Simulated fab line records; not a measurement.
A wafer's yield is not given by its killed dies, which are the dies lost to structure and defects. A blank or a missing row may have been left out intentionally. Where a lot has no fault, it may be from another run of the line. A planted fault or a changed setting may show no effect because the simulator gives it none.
Chamber matching || flow n5_finfet || 4 sister chambers for N5_HKMG_FIN_ALD_36 on ald_metal-02
The step deposits TiN, target thk 1 nm, pulse time 1 s, purge time 3 s. 24 wafers are shown with their chamber, then 12 later ones without.

EACH WAFER AND ITS CHAMBER
{"wafer": "L075.1", "chamber": 1, "heater_power_w (W)": 856, "precursor_pulse_height_rel": 1.018}
{"wafer": "L075.4", "chamber": 3, "heater_power_w (W)": 863, "precursor_pulse_height_rel": 0.978}
{"wafer": "L075.5", "chamber": 1, "heater_power_w (W)": 879, "precursor_pulse_height_rel": 1.012}
{"wafer": "L080.1", "chamber": 0, "heater_power_w (W)": 1041, "precursor_pulse_height_rel": 1.014}
{"wafer": "L080.2", "chamber": 1, "heater_power_w (W)": 885, "precursor_pulse_height_rel": 1.014}
{"wafer": "L080.6", "chamber": 3, "heater_power_w (W)": 870, "precursor_pulse_height_rel": 0.991}
{"wafer": "L081.1", "chamber": 2, "heater_power_w (W)": 921, "precursor_pulse_height_rel": 1.016}
{"wafer": "L081.3", "chamber": 0, "heater_power_w (W)": 1066, "precursor_pulse_height_rel": 0.991}
{"wafer": "L081.6", "chamber": 0, "heater_power_w (W)": 1075, "precursor_pulse_height_rel": 0.981}
{"wafer": "L082.1", "chamber": 2, "heater_power_w (W)": 950, "precursor_pulse_height_rel": 0.986}
{"wafer": "L082.2", "chamber": 3, "heater_power_w (W)": 898, "precursor_pulse_height_rel": 0.996}
{"wafer": "L082.3", "chamber": 1, "heater_power_w (W)": 845, "precursor_pulse_height_rel": 1.021}
{"wafer": "L082.4", "chamber": 0, "heater_power_w (W)": 1055, "precursor_pulse_height_rel": 0.988}
{"wafer": "L082.5", "chamber": 3, "heater_power_w (W)": 879, "precursor_pulse_height_rel": 0.988}
{"wafer": "L082.6", "chamber": 2, "heater_power_w (W)": 917, "precursor_pulse_height_rel": 0.992}
{"wafer": "L083.1", "chamber": 3, "heater_power_w (W)": 878, "precursor_pulse_height_rel": 0.992}
{"wafer": "L083.3", "chamber": 2, "heater_power_w (W)": 920, "precursor_pulse_height_rel": 1.012}
{"wafer": "L083.5", "chamber": 1, "heater_power_w (W)": 878, "precursor_pulse_height_rel": 0.990}
{"wafer": "L084.1", "chamber": 0, "heater_power_w (W)": 1042, "precursor_pulse_height_rel": 1.032}
{"wafer": "L084.2", "chamber": 2, "heater_power_w (W)": 923, "precursor_pulse_height_rel": 0.975}
{"wafer": "L084.5", "chamber": 3, "heater_power_w (W)": 873, "precursor_pulse_height_rel": 1.019}
{"wafer": "L089.1", "chamber": 2, "heater_power_w (W)": 937, "precursor_pulse_height_rel": 1.012}
{"wafer": "L089.2", "chamber": 3, "heater_power_w (W)": 858, "precursor_pulse_height_rel": 1.018}
{"wafer": "L089.3", "chamber": 1, "heater_power_w (W)": 854, "precursor_pulse_height_rel": 0.998}

SIGNATURES (means of the wafers above)
{"reading": "heater_power_w", "chamber 0": 1055.80, "chamber 1": 866.17, "chamber 2": 928.00, "chamber 3": 874.14, "scatter within a chamber": 14.3}
{"reading": "precursor_pulse_height_rel", "chamber 0": 1.00120, "chamber 1": 1.00883, "chamber 2": 0.99883, "chamber 3": 0.99743, "scatter within a chamber": 0.0164}
Rule: distance of a wafer from a chamber = root of the sum over the readings of ((wafer's reading minus chamber's mean) / reading's scatter) squared. If the next closest chamber is less than 2 further off than the closest, the wafer can't be placed; otherwise it belongs to the closest. The scatter is the square root of a quotient: the sum, over the shown wafers, of each reading's squared deviation from its chamber's mean, divided by wafers minus chambers.

WAFERS MISSING THEIR CHAMBER
{"wafer": "L089.4", "heater_power_w (W)": 1106, "precursor_pulse_height_rel": 0.984}
{"wafer": "L089.5", "heater_power_w (W)": 926, "precursor_pulse_height_rel": 0.985}
{"wafer": "L089.6", "heater_power_w (W)": 892, "precursor_pulse_height_rel": 1.044}
{"wafer": "L095.2", "heater_power_w (W)": 889, "precursor_pulse_height_rel": 1.008}
{"wafer": "L095.5", "heater_power_w (W)": 862, "precursor_pulse_height_rel": 0.968}
{"wafer": "L095.6", "heater_power_w (W)": 924, "precursor_pulse_height_rel": 1.011}
{"wafer": "L096.1", "heater_power_w (W)": 941, "precursor_pulse_height_rel": 1.022}
{"wafer": "L096.2", "heater_power_w (W)": 879, "precursor_pulse_height_rel": 1.024}
{"wafer": "L096.3", "heater_power_w (W)": 1062, "precursor_pulse_height_rel": 0.971}
{"wafer": "L096.4", "heater_power_w (W)": 881, "precursor_pulse_height_rel": 0.980}
{"wafer": "L096.5", "heater_power_w (W)": 937, "precursor_pulse_height_rel": 0.999}
{"wafer": "L096.6", "heater_power_w (W)": 861, "precursor_pulse_height_rel": 0.970}

WHICH CHAMBER EACH ONE RAN IN
{"wafer": "L089.4", "from the rows above": 0, "in truth": 0}
{"wafer": "L089.5", "from the rows above": 2, "in truth": 2}
{"wafer": "L089.6", "from the rows above": "can't be placed: 1 or 3 or 2", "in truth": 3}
{"wafer": "L095.2", "from the rows above": "can't be placed: 3 or 1 or 2", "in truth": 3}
{"wafer": "L095.5", "from the rows above": "can't be placed: 3 or 1", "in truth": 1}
{"wafer": "L095.6", "from the rows above": 2, "in truth": 2}
{"wafer": "L096.1", "from the rows above": 2, "in truth": 2}
{"wafer": "L096.2", "from the rows above": "can't be placed: 1 or 3", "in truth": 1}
{"wafer": "L096.3", "from the rows above": 0, "in truth": 0}
{"wafer": "L096.4", "from the rows above": "can't be placed: 3 or 1", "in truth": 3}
{"wafer": "L096.5", "from the rows above": 2, "in truth": 2}
{"wafer": "L096.6", "from the rows above": "can't be placed: 3 or 1", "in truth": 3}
Correctly placed: 6 of 12. These rows do not allow placing 6 (true chamber among the candidates in 6). Wrongly placed: 0.
